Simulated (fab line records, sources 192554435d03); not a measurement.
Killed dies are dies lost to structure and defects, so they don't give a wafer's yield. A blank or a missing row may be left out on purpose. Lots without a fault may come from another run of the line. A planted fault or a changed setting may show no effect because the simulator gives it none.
Split-lot experiment | flow n5_finfet | 7 lots, 39 wafers read, on a route of 1938 steps

THE SPLIT
At N5_MOL_CONTACT_COAG_ETCH_124 (etches SiNx in CH3F/O2, stops on SiOC, target depth 6.5 nm), the setting bias_w was moved away from the recipe's 73 W on 12 of the 39 wafers read, by -16.4% to -4.8%. The other wafers ran this setting at the recipe's value.

The reading is taken at the split's own step.

THE READING
rf_vpp_V, in V, at N5_MOL_CONTACT_COAG_ETCH_124 (etches SiNx in CH3F/O2, stops on SiOC, target depth 6.5 nm). Fault-free wafers of this fab line usually give 299 V, standard deviation 5.4 V.

wafer  | tool, chamber at the split | bias_w as run, W | against the recipe | rf_vpp_V, V | against lot-mates on the recipe
L075.1 | rie_diel-04, 3             | 73               | recipe             | 299         | -
L075.2 | rie_diel-04, 1             | 73               | recipe             | 299         | -
L075.3 | rie_diel-04, 2             | 65.67            | -10.0%             | 269         | -26
L075.4 | rie_diel-04, 0             | 73               | recipe             | 288         | -
L075.5 | rie_diel-04, 3             | 65.67            | -10.0%             | 273         | -22
L075.6 | rie_diel-04, 0             | 65.67            | -10.0%             | 265         | -30
L076.1 | rie_diel-05, 1             | 73               | recipe             | 298         | -
L076.2 | rie_diel-05, 0             | 61.03            | -16.4%             | 266         | -33
L076.3 | rie_diel-05, 3             | 73               | recipe             | 300         | -
L076.4 | rie_diel-05, 2             | 61.03            | -16.4%             | 260         | -39
L076.5 | rie_diel-05, 0             | 61.03            | -16.4%             | 266         | -33
L076.6 | rie_diel-05, 1             | 73               | recipe             | 299         | -
L080.2 | rie_diel-05, 0             | 73               | recipe             | 307         | -
L080.3 | rie_diel-05, 2             | 73               | recipe             | 299         | -
L080.6 | rie_diel-05, 3             | 73               | recipe             | 299         | -
L082.1 | rie_diel-02, 2             | 62.75            | -14.0%             | 272         | -25
L082.2 | rie_diel-02, 0             | 73               | recipe             | 298         | -
L082.3 | rie_diel-02, 1             | 73               | recipe             | 295         | -
L082.4 | rie_diel-02, 3             | 62.75            | -14.0%             | 272         | -25
L082.5 | rie_diel-02, 3             | 62.75            | -14.0%             | 271         | -26
L082.6 | rie_diel-02, 0             | 73               | recipe             | 298         | -
L088.1 | rie_diel-02, 0             | 69.47            | -4.8%              | 287         | -15
L088.2 | rie_diel-02, 1             | 73               | recipe             | 293         | -
L088.3 | rie_diel-02, 3             | 73               | recipe             | 306         | -
L088.4 | rie_diel-02, 2             | 73               | recipe             | 307         | -
L088.5 | rie_diel-02, 0             | 69.47            | -4.8%              | 287         | -15
L088.6 | rie_diel-02, 3             | 69.47            | -4.8%              | 295         | -7
L093.1 | rie_diel-02, 3             | 73               | recipe             | 305         | -
L093.2 | rie_diel-02, 1             | 73               | recipe             | 296         | -
L093.3 | rie_diel-02, 2             | 73               | recipe             | 305         | -
L093.4 | rie_diel-02, 2             | 73               | recipe             | 304         | -
L093.5 | rie_diel-02, 1             | 73               | recipe             | 295         | -
L093.6 | rie_diel-02, 3             | 73               | recipe             | 305         | -
L095.1 | rie_diel-05, 1             | 73               | recipe             | 297         | -
L095.2 | rie_diel-05, 3             | 73               | recipe             | 299         | -
L095.3 | rie_diel-05, 0             | 73               | recipe             | 307         | -
L095.4 | rie_diel-05, 2             | 73               | recipe             | 298         | -
L095.5 | rie_diel-05, 3             | 73               | recipe             | 300         | -
L095.6 | rie_diel-05, 2             | 73               | recipe             | 300         | -

THE FIT
A straight line over all 39 wafers: rf_vpp_V changes by +2.26 V for each +1% of bias_w; r = +0.94; the points scatter about the line by 4.9 V.
The same after taking each lot's own level away (the mean of its wafers on the recipe; 39 wafers): +2.1 V for each +1%; r = +0.95; scatter 4.3 V.
On that fit, the largest move of bias_w shifts the reading by 34 V.
The lots' own levels span 295.3 to 302.0 V, that is 1.2 times the standard deviation above.
So the lot-to-lot level changes the slope little: the two slopes agree.
Check: with one of the wafers moved furthest among these (-16.4%) left out of the fit, the line predicts -35.1 V for it against its lot-mates. It came out at -33 V against them.
Tool readings at the split's step, against how far the setting was moved: rf_vpp_V r = +0.94.

OTHER SPLITS ON THESE WAFERS
These wafers also went through other splits before the reading. Each is held against what the fit with the lots' levels taken away leaves over:
other split on the same wafers | wafers away from the commonest value | r with rf_vpp_V (lot level and that fit taken away)
N5_HKMG_FIN_ETCH_58 bias_w     | 12                                   | -0.08

THE FILE'S OWN FIT
rf_vpp_V changes by +2.14 V for each +1% of bias_w, r = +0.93.
